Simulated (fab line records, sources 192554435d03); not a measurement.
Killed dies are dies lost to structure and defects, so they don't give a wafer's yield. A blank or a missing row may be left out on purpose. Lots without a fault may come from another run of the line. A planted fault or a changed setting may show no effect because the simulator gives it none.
fab line records | flow n5_finfet
record lots=4 wafers=12 last_day=15
route steps=1938 shown FIN_SAQP@108 FIN_CUT@165 BEOL_M4@1111 PASSIVATION@1936
lots that met no fault: from a run of the same line without faults
start_h: hours from the record's first day to the start of the lot's first wafer shown | wait_h: hours since the lot's step before | " the same as in the row above | L1.1+2: a row that stands for several wafers | - no value, or no start given | * or withheld: withheld | < > ~ a bound
route shown NAME@n: a module of which the file shows steps, and the number in the route of the first | usual: mean/standard deviation of fault-free wafers | same: alike in all rows | chamber/n: place in a boat | sites: the reading at each site | _std_site: their standard deviation | _edge_site: outer sites' mean less inner sites' | radius_mm: how far each site lies from the wafer's centre | mask NAME#n: copy n | behind: the tool/chamber that last shaped the wafer | hold: why the lot was held/for how many hours/how that ended | device: the transistor (n, p or np) that didn't switch | end of line: the same wafers' tests at the end of the route | a step without rows: its recipe alone | killed: dies lost to structure and defects at the first sort, not the wafer's yield | map: a wafer's dies, x killed, . not, _ none there
set.NAME: the setting as run; set.NAME@STEP: as run at that earlier step | model.NAME: the simulator's own value behind a step, which no gauge read
lots at some steps of the route; a table a step, a row a wafer
services: from which hour (start_h, from the record's first day; less than 0 if before it) a tool's chamber was out of use, for how many hours, and why
## steps
# step N5_FIN_SAQP_EXPOSE_13
# recipe mask_id=FIN_CORE na=1.35 source_shape=dipole sigma_inner=0.538 sigma_outer=0.738 polarization=te target_cd_nm=35.6 dose_mj=63.25
# step N5_FIN_SAQP_PEB_14
# recipe peb_temp_c=withheld peb_time_s=60 resist=CAR-ArF
# step N5_FIN_SAQP_DEVELOP_15
# recipe develop_time_s=30 developer=TMAH resist=CAR-ArF dev_temp_c=23 rinse_liquid=diw dry=air_spin
# step N5_FIN_SAQP_DESCUM_21
# recipe chemistry=O2 time_s=7.9 source_power_w=50 bias_power_w=20 pressure_mtorr=20 rf_frequency_hz=2.712e+07 temp_c=40 resist=CAR-ArF o2_flow_sccm=225
# step N5_FIN_SAQP_ETCH_51
# recipe chemistry=CF4 target=SiARC target_depth_a=455 mask_material=CAR-ArF time_s=75.8 ion_energy_ev=80 pressure_mtorr=40 source_w=545 bias_w=36 Ar_flow_sccm=100 cf4_flow_sccm=100 ends=cleared
# step N5_FIN_SAQP_ETCH_52
# recipe chemistry=N2/H2 target=SOC target_depth_a=1000 overetch_a=200 mask_material=SiARC temp_c=40 time_s=150 ion_energy_ev=200 pressure_mtorr=30 source_w=840 bias_w=150 n2_flow_sccm=200 h2_flow_sccm=200 ends=end_point
# step N5_FIN_SAQP_STRIP_53
# recipe chemistry=N2/H2 temp_c=40 n2_flow_sccm=200 h2_flow_sccm=200 rf_frequency_hz=6e+07
# step N5_FIN_SAQP_HM_OPEN_73
# recipe chemistry=CHF3/O2 target=SiO2 stop_on=a-Si target_depth_a=120 over_etch_frac=1.8 mask_material=SOC time_s=16.8 pressure_mtorr=30 source_w=650 bias_w=170 Ar_flow_sccm=200 CHF3_flow_sccm=50 O2_flow_sccm=5 ion_energy_ev=200 ends=end_point
# step N5_FIN_SAQP_STRIP_74
# recipe chemistry=CHF3/O2 resist=SiARC rf_frequency_hz=6e+07
# step N5_FIN_SAQP_MANDREL_ETCH_22
# recipe target_depth_a=600 chemistry=HBr/Cl2 target=a-Si stop_on=SiNx bt_time_s=10 over_etch_frac=0.5 time_s=30 pressure_mtorr=10 icp_w=800 bias_w=75 HBr_flow_sccm=150 Cl2_flow_sccm=80 ends=end_point
# usual drypump_motor_current_A=5.7/0.35 oes_product_au=0.771/0.01 throttle_valve_pct=35.4/0.34
# columns lot.wafer tool chamber start_h wait_h drypump_motor_current_A oes_product_au rf_hours_counter_h throttle_valve_pct
L769.1 rie_si-01 0 34.67 0.0 5.5 0.784 127 35.4
L769.2 " 3 " " 5.0 0.778 77 35.5
L769.3 " 1 " " 5.3 0.781 200 35.6
L772.1 rie_si-01 3 52.55 0.0 5.0 0.778 77 35.5
L772.2 " 0 " " 5.5 0.787 127 35.4
L772.3 " 2 " " 5.7 0.787 78 35.0
L774.1 rie_si-01 3 65.41 0.0 5.0 0.773 78 35.4
L774.3 " 0 " " 5.5 0.795 127 35.4
L774.5 " 0 " " 5.5 0.798 - 35.4
L783.3 rie_si-04 3 118.02 0.0 5.8 0.762 86 35.9
L783.4 " 3 " " 5.8 0.776 - 35.9
L783.6 " 0 " " 5.9 0.767 - 35.2
# step N5_FIN_SAQP_STRIP_55
# recipe chemistry=N2/H2 power_w=500 temp_c=40 pressure_mtorr=50 rf_frequency_hz=6e+07 overash_fraction=0.3 bias_power_w=28 h2_frac=0.5 n2_flow_sccm=300 h2_flow_sccm=300
# step N5_FIN_SAQP_STRIP_23
# recipe chemistry=SPM time_s=750 temp_c=130 h2so4_h2o2_vol_ratio=4
# step N5_FIN_SAQP_SRD_66
# recipe dry=ipa_marangoni time_s=30 temp_c=23 rinse_liquid=diw
# step N5_FIN_SAQP_RECESS_75
# recipe chemistry=HF/NH3 target=SiO2 target_depth_a=144 afs_cycles=3 temp_c=30 sublimation_temp_c=180 sublimation_time_s=60
# step N5_FIN_SAQP_SPACER1_ALD_24
# recipe material=SiO2 target_thk_a=203 temp_c=300 ald_precursor_family=BDEAS ald_co_reactant=O2-plasma pulse_time_s=1 purge_time_s=2 co_reactant_purge_time_s=2 ald_cycles=218 pressure_torr=2
# step N5_FIN_SAQP_SPACER1_ETCHBACK_25
# recipe chemistry=CHF3/O2 mode=anisotropic_etchback target=SiO2 target_depth_a=244 time_s=12.2 pressure_mtorr=30 source_w=650 bias_w=170 Ar_flow_sccm=200 CHF3_flow_sccm=50 O2_flow_sccm=5 ion_energy_ev=200
# step N5_FIN_SAQP_MANDREL1_REMOVE_56
# recipe chemistry=HBr/Cl2/O2 bt_time_s=10 target=a-Si stop_on=SiNx endpoint=OES-SiCl over_etch_frac=1 icp_w=600 bias_w=22 HBr_flow_sccm=150 Cl2_flow_sccm=80 O2_flow_sccm=5 pressure_mtorr=10
# step N5_FIN_SAQP_ETCH_57
# recipe chemistry=CH3F/O2 target=SiNx mask_material=SiO2 target_depth_a=325 time_s=46.4 pressure_mtorr=30 source_w=395 bias_w=73 Ar_flow_sccm=150 CH3F_flow_sccm=30 O2_flow_sccm=20 ion_energy_ev=120 ends=cleared
# step N5_FIN_SAQP_ETCH_65
# recipe chemistry=CF4 target=SiO2 target_depth_a=40 ion_energy_ev=350 time_s=4.4 pressure_mtorr=10 icp_w=800 bias_w=400 cf4_flow_sccm=80
# step N5_FIN_SAQP_MANDREL_ETCH_58
# recipe chemistry=HBr/Cl2 target=a-Si target_depth_a=450 bt_time_s=10 stop_on=SiNx mask_material=SiO2 over_etch_frac=0.8 time_s=27 pressure_mtorr=10 icp_w=800 bias_w=75 HBr_flow_sccm=150 Cl2_flow_sccm=80 ends=end_point
# step N5_FIN_SAQP_RECESS_63
# recipe chemistry=HF/NH3 target=SiO2 target_depth_a=180 afs_cycles=3 temp_c=30 sublimation_temp_c=180 sublimation_time_s=60
# step N5_FIN_SAQP_COAT_68
# recipe resist=SOC temp_c=250 time_s=60 spin_rpm=1500 resist_thk_nm=100
# step N5_FIN_SAQP_ETCH_69
# recipe chemistry=N2/H2 target=SOC target_depth_a=1500 stop_on=SiNx ion_energy_ev=100 bias_w=61 pressure_mtorr=30 source_w=850 n2_flow_sccm=200 h2_flow_sccm=200
# step N5_FIN_SAQP_ETCH_67
# recipe chemistry=CH3F/O2 target=SiNx target_depth_a=300 mask_material=SOC pressure_mtorr=30 source_w=395 bias_w=73 Ar_flow_sccm=150 CH3F_flow_sccm=30 O2_flow_sccm=20 ion_energy_ev=120
# step N5_FIN_SAQP_STRIP_70
# recipe chemistry=N2/H2 power_w=500 temp_c=40 pressure_mtorr=50 rf_frequency_hz=6e+07 overash_fraction=0.3 bias_power_w=28 h2_frac=0.5 n2_flow_sccm=300 h2_flow_sccm=300
# step N5_FIN_SAQP_RECESS_71
# recipe chemistry=HF/NH3 target=SiO2 target_depth_a=30 afs_cycles=1 temp_c=30 sublimation_temp_c=180 sublimation_time_s=60
# step N5_FIN_SAQP_SPACER2_ALD_28
# recipe material=SiO2 target_thk_a=81 temp_c=300 ald_precursor_family=BDEAS ald_co_reactant=O2-plasma pulse_time_s=1 purge_time_s=2 co_reactant_purge_time_s=2 pressure_torr=2
# step N5_FIN_SAQP_SPACER2_ETCHBACK_29
# recipe chemistry=CHF3/O2 mode=anisotropic_etchback target=SiO2 target_depth_a=122 time_s=6.1 pressure_mtorr=30 source_w=650 bias_w=170 Ar_flow_sccm=200 CHF3_flow_sccm=50 O2_flow_sccm=5 ion_energy_ev=200
# step N5_FIN_SAQP_MANDREL2_REMOVE_60
# recipe chemistry=HBr/Cl2/O2 bt_time_s=10 target=a-Si stop_on=SiNx endpoint=OES-SiCl over_etch_frac=1 icp_w=600 bias_w=22 HBr_flow_sccm=150 Cl2_flow_sccm=80 O2_flow_sccm=5 pressure_mtorr=10
# step N5_FIN_SAQP_HM_OPEN_33
# recipe chemistry=CH3F/O2 target=SiNx mask_material=SiO2 target_depth_a=494 time_s=70.6 pressure_mtorr=30 source_w=395 bias_w=73 Ar_flow_sccm=150 CH3F_flow_sccm=30 O2_flow_sccm=20 ion_energy_ev=120 ends=cleared
# step N5_FIN_SAQP_ETCH_34
# recipe chemistry=C4F6/O2 target=SiO2 target_depth_a=450 time_s=15 ion_energy_ev=250 pressure_mtorr=30 source_w=345 bias_w=185 Ar_flow_sccm=300 C4F6_flow_sccm=10 O2_flow_sccm=10 ends=cleared
# step N5_FIN_SAQP_STRIP_77
# recipe chemistry=N2/H2 time_s=90 power_w=100 temp_c=40 pressure_mtorr=100 rf_frequency_hz=6e+07 bias_power_w=3 n2_flow_sccm=300 h2_flow_sccm=300
# step N5_FIN_SAQP_ETCH_64
# recipe chemistry=CF4 target=SiO2 target_depth_a=15 ion_energy_ev=350 pressure_mtorr=10 icp_w=800 bias_w=400 cf4_flow_sccm=80
# step N5_FIN_SAQP_FIN_ETCH_36
# recipe chemistry=HBr/Cl2/O2 target_depth_a=1200 mask_material=SiNx time_s=50.4 bias_w=102 pressure_mtorr=10 icp_w=800 HBr_flow_sccm=150 Cl2_flow_sccm=80 O2_flow_sccm=12
# step N5_FIN_SAQP_PRECLEAN_38
# recipe chemistry=O3/DIW time_s=45 temp_c=22 o3_ppm=10
# step N5_FIN_SAQP_INSPECT_40
# recipe inspect_instrument=brightfield mode=aei
# usual raw_defect_count=232/67
# columns lot.wafer tool chamber start_h wait_h raw_defect_count
L769.1 defect_inspect-01 - 40.42 0.0 153
L769.2 " - " " 163
L769.3 " - " " 240
L772.1 defect_inspect-01 - 57.31 0.0 155
L772.2 " - " " 578
L772.3 " - " " 230
L774.1 defect_inspect-02 - 69.72 0.0 242
L774.3 " - " " 539
L774.5 " - " " 568
L783.3 defect_inspect-02 - 122.73 0.0 180
L783.4 " - " " 244
L783.6 " - " " 276
# step N5_FIN_CUT_INSPECT_10
# recipe mode=adi inspect_instrument=brightfield
# usual raw_defect_count=42/12
# columns lot.wafer tool chamber start_h wait_h raw_defect_count
L769.1 defect_inspect-02 - 40.94 0.1 29
L769.2 " - " " 35
L769.3 " - " " 46
L772.1 defect_inspect-01 - 57.70 0.1 29
L772.2 " - " " 377
L772.3 " - " " 42
L774.1 defect_inspect-02 - 70.12 0.1 37
L774.3 " - " " 355
L774.5 " - " " 363
L783.3 defect_inspect-01 - 123.12 0.0 25
L783.4 " - " " 35
L783.6 " - " " 57
# step N5_FIN_CUT_INSPECT_17
# recipe inspect_instrument=brightfield mode=aei
# usual raw_defect_count=233/68
# columns lot.wafer tool chamber start_h wait_h raw_defect_count
L769.1 defect_inspect-02 - 41.88 0.0 170
L769.2 " - " " 194
L769.3 " - " " 285
L772.1 defect_inspect-02 - 58.65 0.0 173
L772.2 " - " " 603
L772.3 " - " " 253
L774.1 defect_inspect-01 - 71.14 0.0 250
L774.3 " - " " 512
L774.5 " - " " 522
L783.3 defect_inspect-01 - 124.10 0.0 166
L783.4 " - " " 222
L783.6 " - " " 233
# step N5_BEOL_M4_RC_MEAS_101
# usual DIBL_N=36.4/1.5 DIBL_P=36.4/1.6 IOFF_N=0.164/0.025 IOFF_P=0.214/0.028 ION_N=675/9.9 ION_P=463/6.5 SS_N=71.5/0.5 SS_P=73.3/0.56 VT_N=249.2/2.7 VT_P=-250.1/2.8
# columns lot.wafer tool chamber start_h wait_h DIBL_N[mV/V] DIBL_P[mV/V] IOFF_N[nA/um] IOFF_P[nA/um] ION_N[uA/um] ION_P[uA/um] SS_N[mV/dec] SS_P[mV/dec] VT_N[mV] VT_P[mV]
L769.1 prober-02 0 179.97 0.0 35.0 35.7 0.154 0.199 675 463 71.0 73.1 251.4 -251.7
L769.2 " 0 " " 35.9 37.1 0.160 0.214 688 469 72.0 73.8 248.7 -252.6
L769.3 " 0 " " 37.1 38.7 0.195 0.251 693 474 72.9 73.8 248.7 -251.0
L772.1 prober-01 0 195.37 0.0 39.4 37.2 0.204 0.238 702 475 72.0 73.7 246.6 -247.6
L772.2 " 0 " " 37.3 35.1 0.166 0.205 679 461 71.6 73.0 250.2 -251.2
L772.3 " 0 " " 38.9 35.5 0.195 0.217 683 458 72.0 73.9 246.6 -249.3
L774.1 prober-01 0 214.57 1.0 38.6 38.6 0.208 0.250 691 465 71.9 73.4 247.3 -245.6
L774.3 " 0 " " 37.5 37.5 0.178 0.220 684 469 71.7 73.3 248.2 -250.6
L774.5 " 0 " " 37.3 37.2 0.177 0.221 683 465 71.4 73.1 245.7 -248.5
L783.3 prober-02 0 270.10 0.7 34.1 33.4 0.139 0.180 680 469 70.3 73.1 249.9 -253.1
L783.4 " 0 " " 36.8 36.7 0.181 0.211 686 466 70.4 73.2 247.8 -249.4
L783.6 " 0 " " 35.2 35.4 0.157 0.195 676 469 70.7 72.9 247.9 -250.3
# step N5_PASSIVATION_PROBE_49
# usual defect_limited_yield=91.1/1.4 killed_at_M0_to_M3=35/8.7 killed_at_M4_up=14/5.3 killed_at_contacts=12/6.2 killed_at_front_end=41/12 killed_at_other=3.4/2.6 killed_dies=105/16 killed_on_rim=14/3.8 killed_open=67/13 killed_short=36/7.3 sort_bin_5_function=5.2/0.96 sort_bin_6_memory=3.3/0.6 sort_n_pass=1075/16 sort_yield_pct=91.1/1.4
# same gross_dies=1180 killed_at_back_side=0 sort_bin_4_leakage[%]=0 sort_bin_8_speed[%]=0
# columns lot.wafer tool chamber start_h wait_h defect_limited_yield[%] killed_at_M0_to_M3 killed_at_M4_up killed_at_contacts killed_at_front_end killed_at_other killed_dies killed_on_rim killed_open killed_short sort_bin_5_function[%] sort_bin_6_memory[%] sort_n_pass sort_yield_pct[%]
L772.2 prober-01 - 290.57 0.3 83.7 44 9 10 129 0 192 29 78 45 10.4 4.2 988 83.7
L774.3 prober-01 - 315.28 0.1 85.5 44 6 10 108 3 171 27 66 32 9.7 3.2 1009 85.5
L774.5 prober-01 - 315.38 0.2 84.0 31 9 15 133 1 189 24 75 42 10.3 4.3 991 84.0
# killed by level:class
L772.2 FIN_SAQP:unspecified=69 FIN_SAQP:geometric_particle:open=30 BEOL_M0_SAQP:geometric_particle:short=17 BEOL_M0_SAQP:geometric_particle:open=13 FIN_SAQP:geometric_particle:short=12 MOL_CONTACT_COAG:geometric_particle:open=8 BEOL_M2:geometric_particle:open=6 BEOL_M1:geometric_particle:open=4
L774.3 FIN_SAQP:unspecified=73 BEOL_M0_SAQP:geometric_particle:open=15 BEOL_M0_SAQP:geometric_particle:short=12 BEOL_M2:geometric_particle:open=11 STI_FIN_REVEAL:geometric_particle:open=10 MOL_CONTACT_COAG:geometric_particle:open=5 MOL_CONTACT_COAG:geometric_particle:short=5 STARTING-WAFER:geometric_particle:short=5
L774.5 FIN_SAQP:unspecified=71 STI_FIN_REVEAL:geometric_particle:open=19 BEOL_M0_SAQP:geometric_particle:open=11 BEOL_M0_SAQP:geometric_particle:short=10 MOL_CONTACT_COAG:geometric_particle:open=10 FIN_SAQP:geometric_particle:open=9 STI_FIN_REVEAL:geometric_particle:short=8 FIN_SAQP:geometric_particle:short=6
# map L772.2 (x killed, . not)
_________________.x..........________________
______________........x........._____________
___________........................__________
__________...x..xx...x.............._________
________x......x......................_______
_______........x.......x.............x.______
______.x...xx..x..x..................x.._____
_____..x..x..................x...........____
____...........x................x...x.....___
___..........x..x.........x................__
___.....xx...x..x..........x...............__
__......x.....xx...........x.........x..x.x._
__.x.x.....xx..x............x...x........x.._
_......x.....x....x........x.....x......x....
_.x...........x........x......x..............
_......x.........x..x........x.....x...x.x.x.
_......x............................x........
_...........xx......x..x...xx................
_.....................x.x.x.....x...x........
_.x....x............................x..x.x...
_....x..x..x...x....xx...............x..x....
__.....................x..x......x.......x.._
__x...x.................................x..._
___.x..x..................x..x.............__
___................x.......................__
____.........x..........x................x___
_____.x...x.......xxx...x................____
______....x........x...x.x.x.....x......_____
_______.........xxxxxxxx.x.....x...x...______
________.........xxxxxxxx..x.........._______
__________.....xxxxxxxxxxxx........._________
___________x.xxxxxxxxxxxxx...x.x...__________
______________xxxxxxxxxxxxxx.xx._____________
_________________xxxxxxxxxxx.________________
# map L774.5 (x killed, . not)
_________________...x........________________
______________.................._____________
___________.x........x.............__________
__________.........x.x........x...x._________
________..x..................x........_______
_______.....x.....................x....______
______........................x.x...xx.._____
_____........x.........x........x........____
____.............x.........xxx.......x....___
___...........x.x.....x....................__
___......x..x..x...x....xx.x...............__
__..x...x.........x.x......xx.............x._
__..................................x..x...._
_...x......................x...x...x.....x...
_.x..........................................
_..............x....xx.....x........x........
_............x......xx...x.x.................
_........x..........x....x.....x............x
_.......x.x..x.x.......x.x.....x....x..x.....
_.x....xx....x..........x....................
_.....x...........x..x.......x........x...x..
__..............x..x.........x.x...x.....x.x_
__x...x....................x..........x....._
___......x........x.............xx....x....__
___....x..........x.x......................__
____....x.......x...x.....................___
_____...........x.x....x.....x...........____
______x.x..x.......xx.x..x....xx........_____
_______.........xxxxxx.xx...........x..______
________......x.xxxxxxxxx..x.....x...._______
__________.x..x.xxxxxxxxx.xxx......._________
___________..xxxxxxxxxxxx..x.x.....__________
______________..xxxxxxxxxxxx...._____________
_________________xxxxxxxxxx..________________
## services
# columns tool chamber start_h hours kind
rie_si-04 1 18.77 4.2 repair
rie_si-04 3 32.80 10.1 repair
rie_si-04 2 45.95 10.4 repair
rie_si-01 1 76.18 - clean
rie_si-01 1 76.18 25.7 scheduled_down
rie_si-01 1 76.18 25.7 vent_cycle
rie_si-04 1 113.97 6.7 repair
## key
first_sign step=N5_FIN_SAQP_INSPECT_40 reading=raw_defect_count direction=up sigmas=4.9 usual=232 struck=562
effect step=N5_FIN_CUT_INSPECT_10 reading=raw_defect_count direction=up sigmas=27 usual=42 struck=365
effect step=N5_FIN_CUT_INSPECT_17 reading=raw_defect_count direction=up sigmas=4.6 usual=233 struck=546
effect step=N5_PASSIVATION_PROBE_49 reading=killed_at_front_end direction=up sigmas=6.9 usual=41 struck=123
more_kills_born_at N5_FIN_SAQP_MANDREL_ETCH_22@rie_si-01=213
met_at N5_FIN_SAQP_MANDREL_ETCH_22
struck_wafers L772.2,L774.3,L774.5
onset_between 34.67 52.55
fault kind=chamber_particle_source tool=rie_si-01 chamber=0 onset_h=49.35 steps=N5_FIN_SAQP_MANDREL_ETCH_22 rate_per_visit_cm2=0.50666 end_h=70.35
